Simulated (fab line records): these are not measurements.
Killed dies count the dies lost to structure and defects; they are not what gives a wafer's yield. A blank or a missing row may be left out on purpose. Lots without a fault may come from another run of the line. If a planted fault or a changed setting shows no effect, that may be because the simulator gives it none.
fab line records | flow nandHarc
[record] lots = 7 wafers = 18 lastDay = 33
route steps=1302 shown A_M1@1181 END@1302
lots that met no fault: from a run of the same line without faults
startH: hours from the record's opening day to when the first of the lot's shown wafers began | waitH: hours since the lot's step before | " as in the row above | L1.1+2: several wafers, shown together as one row | - either no value or no given start | * or withheld: withheld | < > ~ a bound
route shown NAME@n: NAME is a module with steps in the file, n the number in the route of the first one | usual: average and standard deviation across the fault-free wafers | same: alike in all rows | chamber/n: place in a boat | sites: readings site by site | _std_site: their standard deviation | _edge_site: outer sites' mean less inner sites' | radiusMm: how far each site lies from the wafer's centre | mask NAME#n: copy n | behind: the most recent tool/chamber to have shaped the wafer | hold: what put the lot on hold/how long, in hours/how the hold closed | device: transistor that didn't switch, given as n, p or np | end of line: the tests these same wafers got at the end of their route | a step given without rows: its recipe and nothing more | killed: not the wafer's yield, but the dies lost to structure and defects at the first sort | map: a wafer's dies, marking killed ones x, the rest . and places with no die _
set.NAME: the run value of the setting; set.NAME@STEP: its run value at that earlier step | model.NAME: the simulator's own value behind a step, which no gauge read
a table for each step, a row for each wafer; lots at some steps of the route
services: from which hour (startH, from the record's first day; less than 0 if before it) a tool's chamber was out of use, for how many hours, and why
[[steps]]
[step NHARC_A_M1_INSPECT_11]
[usual] rawDefectCount = 80/38
// columns lot.wafer tool chamber startH waitH rawDefectCount
L307.1 defectInspect-02 - 574.82 0.0 25
L307.3 " - " " 23
L307.4 " - " " 21
L309.1 defectInspect-02 - 592.94 0.0 106
L309.2 " - " " 120
L309.5 " - " " 134
L317.2 defectInspect-01 - 664.98 0.0 136
L317.4 " - " " 165
L316.2 defectInspect-02 - 666.58 0.0 65
L316.4 " - " " 57
L318.2 defectInspect-01 - 673.09 0.0 104
L318.4 " - " " 110
L321.3 defectInspect-01 - 722.46 0.0 128
L321.4 " - " " 116
L321.6 " - " " 121
L326.2 defectInspect-01 - 742.04 0.0 96
L326.4 " - " " 97
L326.5 " - " " 103
[step NHARC_A_M1_DESCUM_14]
[recipe] timeS = 3 o2FlowSccm = 200 arFlowSccm = 0 biasPowerW = 0 chemistry = O2
[usual] drypumpMotorCurrentA = 5.9/0.42 mfcArSccm = 0.008/0.0096 oesProductAu = 0.999/0.01 rfVppV = 57.8/0.89 showerheadPlenumPTorr = 1.93/0.097 throttleValvePct = 11.311/0.0087
// columns lot.wafer tool chamber startH waitH drypumpMotorCurrentA mfcArSccm oesProductAu rfHoursCounterH rfVppV showerheadPlenumPTorr throttleValvePct
L307.4 rieDiel-11 2 574.88 0.1 5.9 0.003 0.993 3.3 57.9 1.78 11.317
L307.3 " 3 " " 6.3 0.024 0.995 3.5 58.1 2.05 11.314
L307.1 " 0 " " 5.4 0.012 0.996 3.5 58.4 2.05 11.316
L309.2 rieDiel-05 0 593.02 0.1 6.5 0 0.980 0 57.9 1.83 11.321
L309.1 " 1 " " 5.2 0.027 0.986 0 57.5 2.00 11.323
L309.5 " 3 " " 6.4 0 1.015 - 57.1 1.85 11.293
L317.2 rieDiel-08 1 665.05 0.1 5.3 0 0.979 6.4 58.2 1.82 11.327
L317.4 " 3 " " 5.9 0.009 1.008 7.8 58.4 2.01 11.330
L316.2 rieDiel-08 3 666.64 0.1 5.8 0.009 0.996 7.8 57.7 2.01 11.309
L316.4 " 2 " " 6.0 0 1.005 6.5 57.4 1.91 11.313
L318.2 rieDiel-11 3 673.15 0.1 6.3 0.024 1.001 1.5 58.2 2.05 11.312
L318.4 " 2 " " 5.9 0.003 1.000 1.8 56.4 1.78 11.311
L321.4 rieDiel-05 0 722.52 0.1 6.5 0 0.980 8.3 58.3 1.83 11.321
L321.3 " 1 " " 5.2 0.027 0.985 7.5 57.5 2.00 11.309
L321.6 " 1 " " 5.2 0.027 0.982 - 57.5 2.00 11.305
L326.2 rieDiel-11 3 742.10 0.1 6.3 0.024 1.009 3.5 58.3 2.05 11.315
L326.4 " 2 " " 5.9 0.003 1.006 3.7 57.8 1.78 11.310
L326.5 " 0 " " 5.4 0.012 0.995 - 57.7 2.05 11.309
[step NHARC_A_M1_ETCH_35]
[recipe] targetDepthA = 400 overetchA = 120 timeS = 43.94 ionEnergyEv = 200 n2FlowSccm = 150 h2FlowSccm = 150 arFlowSccm = 0 rfW = 400 biasW = 150 chemistry = N2/H2
[usual] biasW = 150.0/0.45 drypumpMotorCurrentA = 5.9/0.43 mfcArSccm = 0.009/0.0096 n2FlowSccm = 150.0/0.44 oesProductAu = 0.997/0.011 rfVppV = 431.1/3 showerheadPlenumPTorr = 2.06/0.11 throttleValvePct = 14.170/0.0085
// columns lot.wafer tool chamber startH waitH biasW drypumpMotorCurrentA mfcArSccm n2FlowSccm oesProductAu rfHoursCounterH rfVppV showerheadPlenumPTorr throttleValvePct
L307.1 rieDiel-11 0 574.97 0.1 149.6 5.4 0.012 150.7 0.995 3.5 434.7 2.19 14.166
L307.3 " 2 " " 149.1 5.9 0.003 150.5 0.988 3.3 428.4 1.90 14.173
L307.4 " 2 " " 149.8 5.9 0.003 150.6 0.994 - 427.4 1.90 14.159
L309.1 rieDiel-05 3 593.09 0.1 150.7 6.4 0 150.9 0.999 0.0 428.6 1.97 14.167
L309.2 " 2 " " 149.7 5.7 0.008 150.4 0.976 0.0 431.2 2.10 14.182
L309.5 " 3 " " 150.0 6.4 0 150.0 0.996 - 429.3 1.97 14.172
L317.2 rieDiel-08 1 665.12 0.1 150.4 5.3 0 150.1 0.982 6.4 428.6 1.94 14.167
L317.4 " 0 " " 151.2 5.6 0 151.4 1.013 6.4 430.8 2.03 14.171
L316.2 rieDiel-08 1 666.73 0.1 149.8 5.3 0 149.8 0.975 6.5 427.3 1.94 14.179
L316.4 " 2 " " 150.3 6.0 0 148.9 1.006 6.5 430.8 2.04 14.184
L318.2 rieDiel-11 0 673.24 0.1 150.2 5.4 0.012 150.1 1.014 1.7 434.4 2.19 14.161
L318.4 " 3 " " 149.6 6.3 0.024 149.5 1.007 1.5 434.9 2.19 14.152
L321.4 rieDiel-05 1 722.62 0.1 150.7 5.2 0.027 149.4 0.992 7.6 433.3 2.14 14.186
L321.3 " 3 " " 150.4 6.4 0 150.4 1.004 8.8 427.8 1.96 14.189
L321.6 " 1 " " 149.9 5.2 0.027 150.4 0.998 - 433.6 2.14 14.172
L326.4 rieDiel-11 0 742.20 0.1 149.1 5.4 0.012 150.2 0.997 3.7 436.1 2.19 14.166
L326.2 " 1 " " 150.4 6.0 0.002 150.3 0.997 3.7 430.8 2.02 14.174
L326.5 " 0 " " 150.3 5.4 0.012 149.9 0.996 - 434.1 2.19 14.182
[step NHARC_A_M1_ETCH_15]
[recipe] targetDepthA = 1825 timeS = 91.2 c4f8FlowSccm = withheld arFlowSccm = 400 rfW = 600 biasW = 300 chemistry = C4F8/Ar
[usual] biasW = 300.0/0.79 oesProductAu = 0.948/0.021 rfVppV = 441/3.1
// columns lot.wafer tool chamber startH waitH biasW oesProductAu rfHoursCounterH rfVppV
L307.1 rieDiel-11 3 - - 300.2 0.917 3.5 444
L307.3 " 2 " " 299.7 0.912 3.4 437
L307.4 " 3 " " 301.0 0.920 - 445
L309.2 rieDiel-05 3 - - 300.8 0.960 0.0 440
L309.1 " 0 " " 301.3 0.971 0.0 439
L309.5 " 0 " " 300.8 0.958 - 438
L317.4 rieDiel-08 3 - - 301.0 0.921 7.8 444
L317.2 " 1 " " 300.1 0.905 6.4 437
L316.2 rieDiel-08 3 - - 301.0 0.925 7.9 445
L316.4 " 0 " " 300.7 0.929 6.5 441
L318.4 rieDiel-11 2 - - 299.1 0.947 1.8 436
L318.2 " 1 " " 299.8 0.958 1.8 440
L321.4 rieDiel-05 3 - - 300.0 0.975 8.9 438
L321.3 " 1 " " 301.1 0.943 7.6 444
L321.6 " 0 " " 299.1 0.930 - 439
L326.4 rieDiel-11 3 - - 300.0 0.936 3.6 445
L326.2 " 0 " " 300.5 0.919 3.7 446
L326.5 " 2 " " 300.3 0.931 - 437
[step NHARC_A_M1_CD_MEAS_16]
[usual] cdNm = 120.2/0.97
// columns lot.wafer tool chamber startH waitH cdNm
L307.1 cdSem-03 - 575.22 - 118.5
L307.3 " - " " 121.4
L307.4 " - " " 119.8
L309.1 cdSem-03 - 593.30 - 120.3
L309.2 " - " " 118.8
L309.5 " - " " 119.6
L317.2 cdSem-02 - 665.35 - 120.5
L317.4 " - " " 121.9
L316.2 cdSem-02 - 666.94 - 121.7
L316.4 " - " " 119.5
L318.2 cdSem-02 - 673.46 - 120.6
L318.4 " - " " 119.1
L321.3 cdSem-02 - 722.83 - 121.0
L321.4 " - " " 121.3
L321.6 " - " " 120.7
L326.2 cdSem-03 - 742.42 - 120.0
L326.4 " - " " 120.0
L326.5 " - " " 120.0
[step NHARC_A_M1_STRIP_18]
[recipe] powerW = 1000 n2FlowSccm = 150 h2FlowSccm = 150 arFlowSccm = 0 biasW = 0 chemistry = N2/H2
[step NHARC_A_M1_ETCH_28]
[recipe] targetDepthA = 300 overEtchFrac = 0.3 timeS = 72.99 ionEnergyEv = 150 cf4FlowSccm = 50 n2FlowSccm = 100 arFlowSccm = 150 rfW = 300 biasW = 100 chemistry = CF4/N2
[step NHARC_A_M1_STRIP_19]
[recipe] timeS = 600 tempC = 30 chemistry = postEtchResidueRemover
[step NHARC_A_M1_DEGAS_29]
[recipe] tempC = 250 timeS = 60
[step NHARC_A_M1_PRE_CLEAN_30]
[recipe] timeS = 30 tempC = 280 gas = H2/He
[usual] heaterPowerW = 390/38
// columns lot.wafer tool chamber startH waitH heaterPowerW
L307.3 pvdSputter-01 - - - 452
L307.4 " - " " 359
L307.1 " - " " 382
L309.2 pvdSputter-03 - - - 361
L309.1 " - " " 372
L309.5 " - " " 468
L317.4 pvdSputter-01 - - - 362
L317.2 " - " " 383
L316.2 pvdSputter-01 - - - 381
L316.4 " - " " 379
L318.2 pvdSputter-01 - - - 444
L318.4 " - " " 381
L321.3 pvdSputter-02 - - - 380
L321.4 " - " " 395
L321.6 " - " " 395
L326.4 pvdSputter-02 - - - 377
L326.2 " - " " 435
L326.5 " - " " 384
[step NHARC_A_M1_PVD_20]
[recipe] targetThkA = 50 biasV = 168.6 powerW = 15000 chamberPressurePa = 0.12 timeS = 8.06 substrateTempC = 50 material = TaN
[step NHARC_A_M1_PVD_21]
[recipe] targetThkA = 300 chamberPressurePa = 5 powerW = 5000 substrateTempC = 30 timeS = 20.49 material = Cu
[usual] throttleValvePct = 29.4/0.93
// columns lot.wafer tool chamber startH waitH throttleValvePct
L307.1 pvdSputter-01 - - - 27.8
L307.3 " - " " 29.7
L307.4 " - " " 29.2
L309.2 pvdSputter-03 - - - 29.6
L309.1 " - " " 29.8
L309.5 " - " " 29.8
L317.4 pvdSputter-01 - - - 29.0
L317.2 " - " " 28.2
L316.4 pvdSputter-01 - - - 29.2
L316.2 " - " " 29.4
L318.2 pvdSputter-01 - - - 28.8
L318.4 " - " " 29.5
L321.3 pvdSputter-02 - - - 31.0
L321.4 " - " " 32.0
L321.6 " - " " 30.9
L326.2 pvdSputter-02 - - - 32.4
L326.4 " - " " 31.0
L326.5 " - " " 32.3
[step NHARC_A_M1_ECD_22]
[recipe] targetThkA = 4000 bathTempC = 25 material = Cu
// columns lot.wafer tool chamber startH waitH
L307.1+4+3 ecdCu-02 1,1,0 576.29 -
L309.2+1+5 ecdCu-01 1,0,0 594.39 -
L317.2+4 ecdCu-02 1 666.41 -
L316.2+4 ecdCu-02 1,0 671.91 -
L318.2+4 ecdCu-02 1 674.58 -
L321.4+3+6 ecdCu-01 1,0,1 724.00 -
L326.2+4+5 ecdCu-01 0,1,1 743.53 -
[step NHARC_A_M1_ANNEAL_31]
[recipe] tempC = 225 timeS = 90
[step NHARC_A_M1_CMP_23]
[recipe] tOverpolishS = 20 targetThkNm = 154.34
[usual] motorCurrentA = 11.9/0.56 retainingRingPressureFrac = 1.001/0.0048 slurryFlowMlMin = 150.1/0.49 timeToEndpointS = 29/3
// columns lot.wafer tool chamber startH waitH motorCurrentA retainingRingPressureFrac slurryFlowMlMin timeToEndpointS
L307.4 cmp-04 0 577.04 - 12.5 1.002 151.1 27
L307.1 " 1 " " 13.2 1.001 151.2 32
L307.3 " 2 " " 12.2 1.000 149.7 28
L309.1 cmp-02 0 595.17 - 11.6 1.001 149.8 32
L309.2 " 1 " " 12.5 0.995 150.2 29
L309.5 " 2 " " 10.8 1.001 150.5 33
L317.4 cmp-02 2 667.13 - 11.7 1.001 150.2 19
L317.2 " 3 " " 12.3 0.999 149.9 18
L316.4 cmp-02 1 672.66 - 12.3 1.005 150.0 14
L316.2 " 3 " " 12.1 1.005 150.3 17
L318.2 cmp-01 2 675.36 - 12.8 0.994 151.4 14
L318.4 " 3 " " 12.5 0.996 149.6 16
L321.4 cmp-01 0 724.65 - 11.3 1.003 150.7 21
L321.3 " 1 " " 12.4 0.997 150.1 30
L321.6 " 3 " " 11.4 0.996 149.6 26
L326.4 cmp-02 2 744.28 - 10.7 1.008 150.1 30
L326.2 " 1 " " 12.2 0.994 150.4 22
L326.5 " 2 " " 11.2 1.004 150.4 32
[step NHARC_A_M1_THK_MEAS_24]
[recipe] thkMeasGauge = xrf
[usual] thkNm = 154.6/1.6
// columns lot.wafer tool chamber startH waitH thkNm
L307.1 filmMetro-01 - 577.32 - 156.8
L307.3 " - " " 152.6
L307.4 " - " " 154.2
L309.1 filmMetro-01 - 595.43 - 158.1
L309.2 " - " " 153.6
L309.5 " - " " 156.4
L317.2 filmMetro-02 - 667.45 - 152.7
L317.4 " - " " 155.2
L316.2 filmMetro-02 - 672.95 - 156.0
L316.4 " - " " 154.1
L318.2 filmMetro-02 - 675.64 - 154.8
L318.4 " - " " 156.9
L321.3 filmMetro-01 - 724.94 - 155.5
L321.4 " - " " 154.4
L321.6 " - " " 151.8
L326.2 filmMetro-02 - 744.60 - 152.2
L326.4 " - " " 154.8
L326.5 " - " " 153.7
[step NHARC_END_SORT_01]
[recipe] tempC = 25
[usual] defectLimitedYield = 92.3/2.7 killedAtArray = 47/18 killedAtOther = 0.9/1.1 killedAtPeriphery = 4/3.1 killedDies = 52/18 killedOpen = 3.1/1.5 killedShort = 2.4/1.5 sort_bin_2_pct = 2.7/1.2 sort_bin_3_pct = 0.6/0.38 sort_bin_4_pct = 4.5/1.5 sortNPass = 625/18 sortRimYieldPct = 89/4.5 sortYieldPct = 92.3/2.7
[same] grossDies = 677 sort_bin_5_pct[%] = 0 sort_bin_6_pct[%] = 0 sort_bin_7_pct[%] = 0 sort_bin_8_pct[%] = 0 sortRimNGross = 106.00
// columns lot.wafer tool chamber startH waitH defectLimitedYield[%] killedAtArray killedAtOther killedAtPeriphery killedDies killedOpen killedShort sort_bin_2_pct[%] sort_bin_3_pct[%] sort_bin_4_pct[%] sortNPass sortRimYieldPct[%] sortYieldPct[%]
L307.1 prober-02 0 611.94 2.5 95.9 22 0 6 28 6 2 1.0 0.1 3.0 649 92 95.9
L307.3 prober-02 0 613.53 3.1 95.6 25 0 5 30 5 5 1.9 0 2.5 647 92 95.6
L307.4 prober-02 0 614.32 3.4 96.8 20 0 2 22 1 2 1.0 0.4 1.8 655 94 96.8
L309.1 prober-02 0 631.70 2.5 90.4 60 1 4 65 3 2 3.8 0.1 5.6 612 84 90.4
L309.2 prober-02 0 632.50 2.8 86.4 85 1 6 92 2 4 4.3 1.9 7.4 585 91 86.4
L309.5 prober-02 0 634.91 3.7 90.1 60 1 6 67 3 4 3.4 0.6 5.9 610 83 90.1
L316.2 prober-02 0 704.59 2.8 92.6 48 0 2 50 2 4 2.2 0.4 4.7 627 96 92.6
L316.4 prober-02 0 706.18 3.4 92.2 47 0 6 53 5 2 2.7 0.6 4.6 624 99 92.2
L317.2 prober-01 0 704.62 2.8 90.7 61 0 2 63 3 2 2.8 1.5 5.0 614 81 90.7
L317.4 prober-01 0 706.20 3.4 84.6 100 0 4 104 2 2 6.9 1.0 7.4 573 89 84.6
L318.2 prober-02 0 712.39 2.8 87.7 72 0 11 83 2 5 4.0 0.9 7.4 594 88 87.7
L318.4 prober-02 0 713.99 3.4 88.6 69 0 8 77 4 2 3.4 1.0 6.9 600 87 88.6
L321.3 prober-01 0 765.47 3.1 91.1 57 0 3 60 2 3 3.8 0.9 4.1 617 87 91.1
L321.4 prober-01 0 766.28 3.4 92.6 45 1 4 50 1 4 2.1 0.6 4.7 627 90 92.6
L321.6 prober-01 0 767.88 4.0 90.7 57 1 5 63 3 1 4.1 1.2 4.0 614 88 90.7
L326.2 prober-02 0 782.73 2.8 92.5 50 0 1 51 3 4 3.1 0.9 3.5 626 87 92.5
L326.4 prober-02 0 784.32 3.4 93.9 35 0 6 41 4 2 2.7 0.3 3.1 636 90 93.9
L326.5 prober-02 0 785.11 3.7 91.6 56 1 0 57 4 5 3.8 0.6 4.0 620 82 91.6
// killed by level:class
L307.1 A_CHANNEL_HOLE_D2:chamberFilmFlake=7 A_CONTACT:chamberFilmFlake=6 A_CHANNEL_FILL_D1:geometricParticle:open=2 P_GATE:chamberFilmFlake=2 A_CHANNEL_HOLE_D1:chamberFilmFlake=2 P_CONTACT:geometricParticle:short=1 P_M1:geometricParticle:open=1 A_CHANNEL_HOLE_D1:geometricParticle:short=1
L307.3 A_CHANNEL_HOLE_D2:chamberFilmFlake=8 A_WL_FILL:chamberFilmFlake=3 A_CHANNEL_FILL_D1:geometricParticle:open=2 P_ZERO_WELL:chamberFilmFlake=2 P_M0:geometricParticle:open=1 A_SOURCE_PLATE:geometricParticle:short=1 A_CHANNEL_FILL_D1:geometricParticle:short=1 A_DECK1_JOINT:geometricParticle:short=1
L307.4 A_CHANNEL_HOLE_D2:chamberFilmFlake=8 A_CONTACT:chamberFilmFlake=5 A_CHANNEL_HOLE_D1:chamberFilmFlake=2 A_DECK1_JOINT:geometricParticle:open=1 A_M0:geometricParticle:short=1 A_M1:geometricParticle:short=1 P_STI:chamberFilmFlake=1 P_GATE:chamberFilmFlake=1
L309.1 A_SLIT:chamberFilmFlake=23 A_CHANNEL_HOLE_D2:chamberFilmFlake=11 A_CHANNEL_HOLE_D1:chamberFilmFlake=9 A_CONTACT:chamberFilmFlake=4 A_M1:chamberFilmFlake=4 P_M1:chamberFilmFlake=2 A_CHANNEL_FILL_D2:chamberFilmFlake=2 A_STAIRCASE:chamberFilmFlake=2
L309.2 A_CHANNEL_HOLE_D1:chamberFilmFlake=35 A_SLIT:chamberFilmFlake=20 A_CHANNEL_HOLE_D2:chamberFilmFlake=11 A_CONTACT:chamberFilmFlake=9 P_M2:geometricParticle:short=2 P_GATE:chamberFilmFlake=2 A_ZERO_WELL:chamberFilmFlake=2 A_CHANNEL_FILL_D2:chamberFilmFlake=2
L309.5 A_SLIT:chamberFilmFlake=21 A_CHANNEL_HOLE_D1:chamberFilmFlake=11 A_CHANNEL_HOLE_D2:chamberFilmFlake=10 A_CONTACT:chamberFilmFlake=7 P_BONDPAD:chamberFilmFlake=3 P_GATE:chamberFilmFlake=2 A_CHANNEL_FILL_D2:chamberFilmFlake=2 A_M1:chamberFilmFlake=2
L316.2 A_CHANNEL_HOLE_D1:chamberFilmFlake=32 A_STAIRCASE:chamberFilmFlake=5 A_SOURCE_PLATE:geometricParticle:short=1 A_DECK1_JOINT:geometricParticle:open=1 A_CHANNEL_HOLE_D2:geometricParticle:short=1 A_SGD_CUT:geometricParticle:open=1 A_WL_FILL:geometricParticle:short=1 A_BONDPAD:geometricParticle:short=1
L317.2 A_SLIT:chamberFilmFlake=22 A_CHANNEL_HOLE_D1:chamberFilmFlake=11 A_CHANNEL_HOLE_D2:chamberFilmFlake=11 A_BONDPAD:chamberFilmFlake=4 A_STAIRCASE:chamberFilmFlake=3 A_CHANNEL_FILL_D1:geometricParticle:short=2 A_CONTACT:chamberFilmFlake=2 P_CONTACT:geometricParticle:open=1
L316.4 A_CHANNEL_HOLE_D1:chamberFilmFlake=33 A_CHANNEL_FILL_D1:geometricParticle:open=3 A_STAIRCASE:chamberFilmFlake=3 P_STI:chamberFilmFlake=2 P_BONDPAD:chamberFilmFlake=2 A_CONTACT:chamberFilmFlake=2 P_M0:geometricParticle:short=1 A_ONON_D1:geometricParticle:open=1
L317.4 A_CHANNEL_HOLE_D1:chamberFilmFlake=41 A_SLIT:chamberFilmFlake=24 A_CHANNEL_HOLE_D2:chamberFilmFlake=14 A_CONTACT:chamberFilmFlake=5 A_STAIRCASE:chamberFilmFlake=4 A_ZERO_WELL:chamberFilmFlake=3 A_CHANNEL_FILL_D2:chamberFilmFlake=3 A_ONON_D1:geometricParticle:short=2
L318.2 A_CHANNEL_HOLE_D1:chamberFilmFlake=37 A_CHANNEL_HOLE_D2:chamberFilmFlake=15 A_CONTACT:chamberFilmFlake=10 P_CONTACT:chamberFilmFlake=7 A_SLIT:chamberFilmFlake=3 A_DECK1_JOINT:geometricParticle:short=2 P_GATE:geometricParticle:open=1 P_BONDPAD:geometricParticle:short=1
L318.4 A_CHANNEL_HOLE_D1:chamberFilmFlake=33 A_CHANNEL_HOLE_D2:chamberFilmFlake=19 A_CONTACT:chamberFilmFlake=10 P_CONTACT:chamberFilmFlake=3 P_M0:geometricParticle:short=2 P_ZERO_WELL:chamberFilmFlake=2 A_ONON_D1:geometricParticle:open=1 A_DECK1_JOINT:geometricParticle:open=1
L321.3 A_SLIT:chamberFilmFlake=17 A_CHANNEL_HOLE_D2:chamberFilmFlake=12 A_CONTACT:chamberFilmFlake=9 A_CHANNEL_HOLE_D1:chamberFilmFlake=5 A_STAIRCASE:chamberFilmFlake=5 A_CHANNEL_FILL_D1:chamberFilmFlake=4 A_WL_FILL:geometricParticle:open=2 P_GATE:geometricParticle:short=1
L321.4 A_CHANNEL_HOLE_D2:chamberFilmFlake=12 A_SLIT:chamberFilmFlake=9 A_CHANNEL_HOLE_D1:chamberFilmFlake=8 A_CONTACT:chamberFilmFlake=8 P_GATE:chamberFilmFlake=2 A_STAIRCASE:chamberFilmFlake=2 P_STI:geometricParticle:open=1 A_SOURCE_PLATE:geometricParticle:short=1
L321.6 A_SLIT:chamberFilmFlake=21 A_CHANNEL_HOLE_D2:chamberFilmFlake=11 A_CHANNEL_HOLE_D1:chamberFilmFlake=10 A_CONTACT:chamberFilmFlake=6 A_STAIRCASE:chamberFilmFlake=4 P_M0:geometricParticle:open=2 P_STI:chamberFilmFlake=2 A_CHANNEL_FILL_D1:chamberFilmFlake=2
L326.2 A_SLIT:chamberFilmFlake=22 A_CHANNEL_HOLE_D2:chamberFilmFlake=16 A_CONTACT:chamberFilmFlake=2 A_BONDPAD:chamberFilmFlake=2 P_CONTACT:geometricParticle:open=1 A_ONON_D2:geometricParticle:short=1 A_CHANNEL_FILL_D2:geometricParticle:short=1 A_BLC:geometricParticle:short=1
L326.4 A_SLIT:chamberFilmFlake=14 A_CHANNEL_HOLE_D2:chamberFilmFlake=12 A_CONTACT:chamberFilmFlake=3 P_M2:geometricParticle:short=2 A_CHANNEL_FILL_D1:chamberFilmFlake=2 P_M0:geometricParticle:open=1 P_M2:geometricParticle:open=1 A_ONON_D1:geometricParticle:open=1
L326.5 A_CHANNEL_HOLE_D2:chamberFilmFlake=22 A_SLIT:chamberFilmFlake=20 A_DECK1_JOINT:geometricParticle:short=2 A_BLC:geometricParticle:open=2 A_CONTACT:chamberFilmFlake=2 A_ONON_D2:geometricParticle:short=1 A_CHANNEL_FILL_D2:geometricParticle:short=1 A_SGD_CUT:geometricParticle:open=1
[[services]]
// columns tool chamber startH hours kind
ecdCu-02 - 557.85 0.4 repair
rieDiel-08 2 559.72 1.6 repair
rieDiel-05 2 569.75 7.2 repair
cmp-01 - 569.85 1.3 repair
pvdSputter-01 - 582.00 10.0 pm
rieDiel-05 - 583.60 9.0 pm
ecdCu-02 - 596.00 8.0 pm
pvdSputter-02 - 603.37 4.7 repair
rieDiel-11 - 609.50 9.0 pm
rieDiel-08 2 617.62 14.2 repair
rieDiel-11 3 621.92 5.1 repair
cmp-02 - 626.05 4.0 pm
cmp-02 - 631.80 1.5 repair
rieDiel-11 1 634.95 1.9 repair
pvdSputter-02 - 638.00 10.0 pm
pvdSputter-02 - 648.99 3.2 repair
rieDiel-08 0 656.34 8.3 repair
ecdCu-01 - 656.78 4.6 repair
rieDiel-05 2 671.64 5.2 repair
ecdCu-01 - 689.96 8.0 pm
pvdSputter-03 - 704.08 10.0 pm
cmp-02 - 721.51 1.6 repair
rieDiel-08 - 721.80 9.0 pm
cmp-02 - 724.05 4.0 pm
[[key]]
[firstSign] step = NHARC_A_M1_CMP_23 reading = timeToEndpointS direction = down sigmas = 4.3 usual = * struck = *
effect none on later readings
metAt NHARC_A_M1_ECD_22
struckWafers L316.2,L316.4,L317.2,L317.4,L318.2,L318.4
onsetBetween 576.29 666.41
alsoFits NHARC_A_M1_PRE_CLEAN_30:pvdSputter-01,NHARC_A_M1_PVD_21:pvdSputter-01
[fault] kind = processParameterDrift tool = ecdCu-02 chamber = - onsetH = 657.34 steps = NHARC_A_M1_ECD_22 channel = targetThkA offset = * shape = step endH = 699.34 scope = struckWafersOnly actsIn = * stated = *
